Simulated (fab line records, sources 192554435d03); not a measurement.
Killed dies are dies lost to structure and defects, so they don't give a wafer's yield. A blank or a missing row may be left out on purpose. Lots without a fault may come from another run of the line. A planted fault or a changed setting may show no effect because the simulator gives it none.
Split-lot experiment | flow n5_finfet | 7 lots, 21 wafers read, on a route of 1938 steps

THE SPLIT
At N5_HKMG_FIN_EXPOSE_09 (exposes mask NWFM), the setting dose_mj was moved away from the recipe's 39.25 on 7 of the 21 wafers read, by -6.3% to +3.9%. The other wafers ran this setting at the recipe's value.

FROM THE SPLIT TO THE READING: what the file shows between them, 2 steps
- N5_HKMG_FIN_PEB_10: peb time 60 s
- N5_HKMG_FIN_DEVELOP_11: develop time 30 s

THE READING
cd_nm, in nm, at N5_HKMG_FIN_CD_MEAS_12 (target cd 92.8 nm). Fault-free wafers of this fab line usually give 92.9 nm, standard deviation 0.71 nm.

wafer  | tool, chamber at the split | dose_mj as run | against the recipe | cd_nm, nm | against lot-mates on the recipe
L074.1 | arfi_scanner-01, 0         | 37.31          | -4.9%              | 89.7      | -3.1
L074.4 | arfi_scanner-01, 0         | 37.31          | -4.9%              | 90.2      | -2.6
L074.5 | arfi_scanner-01, 0         | 39.25          | recipe             | 92.8      | -
L075.3 | arfi_scanner-02, 0         | 39.25          | recipe             | 93.0      | -
L075.4 | arfi_scanner-02, 0         | 39.25          | recipe             | 93.3      | -
L075.5 | arfi_scanner-02, 0         | 36.77          | -6.3%              | 89.0      | -4.2
L076.3 | arfi_scanner-01, 0         | 38.42          | -2.1%              | 91.0      | -2.1
L076.4 | arfi_scanner-01, 0         | 39.25          | recipe             | 93.2      | -
L076.6 | arfi_scanner-01, 0         | 39.25          | recipe             | 92.9      | -
L078.2 | arfi_scanner-02, 0         | 38.23          | -2.6%              | 91.2      | -0.8
L078.5 | arfi_scanner-02, 0         | 39.25          | recipe             | 91.5      | -
L078.6 | arfi_scanner-02, 0         | 39.25          | recipe             | 92.6      | -
L089.1 | arfi_scanner-03, 0         | 39.25          | recipe             | 92.8      | -
L089.3 | arfi_scanner-03, 0         | 39.25          | recipe             | 91.7      | -
L089.4 | arfi_scanner-03, 0         | 40.8           | +3.9%              | 94.6      | +2.3
L091.2 | arfi_scanner-01, 0         | 39.25          | recipe             | 92.6      | -
L091.3 | arfi_scanner-01, 0         | 39.25          | recipe             | 92.8      | -
L091.4 | arfi_scanner-01, 0         | 39.25          | recipe             | 93.6      | -
L092.1 | arfi_scanner-02, 0         | 39.25          | recipe             | 92.5      | -
L092.2 | arfi_scanner-02, 0         | 39.25          | recipe             | 92.6      | -
L092.4 | arfi_scanner-02, 0         | 40.45          | +3.1%              | 95.7      | +3.2

THE FIT
A straight line over all 21 wafers: cd_nm changes by +0.603 nm for each +1% of dose_mj; r = +0.94; the points scatter about the line by 0.56 nm.
The same after taking each lot's own level away (the mean of its wafers on the recipe; 21 wafers): +0.648 nm for each +1%; r = +0.96; scatter 0.5 nm.
On that fit, the largest move of dose_mj shifts the reading by 4.1 nm.
The lots' own levels span 92.05 to 93.15 nm, that is 1.5 times the standard deviation above.
So the lot-to-lot level changes the slope little: the two slopes agree.
Check: with one of the wafers moved furthest among these (-6.3%) left out of the fit, the line predicts -3.95 nm for it against its lot-mates. It came out at -4.15 nm against them.

OTHER SPLITS ON THESE WAFERS
These wafers also went through other splits before the reading. Each is held against what the fit with the lots' levels taken away leaves over:
other split on the same wafers | wafers away from the commonest value | r with cd_nm (lot level and that fit taken away)
N5_DUMMY_GATE_COAT_34 spin_rpm | 7                                    | +0.34
N5_SD_EPI_P_COAT_34 spin_rpm   | 8                                    | +0.20
N5_SDB_ALD_29 ald_cycles       | 6                                    | +0.25

THE FILE'S OWN FIT
cd_nm changes by +0.656 nm for each +1% of dose_mj, r = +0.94.
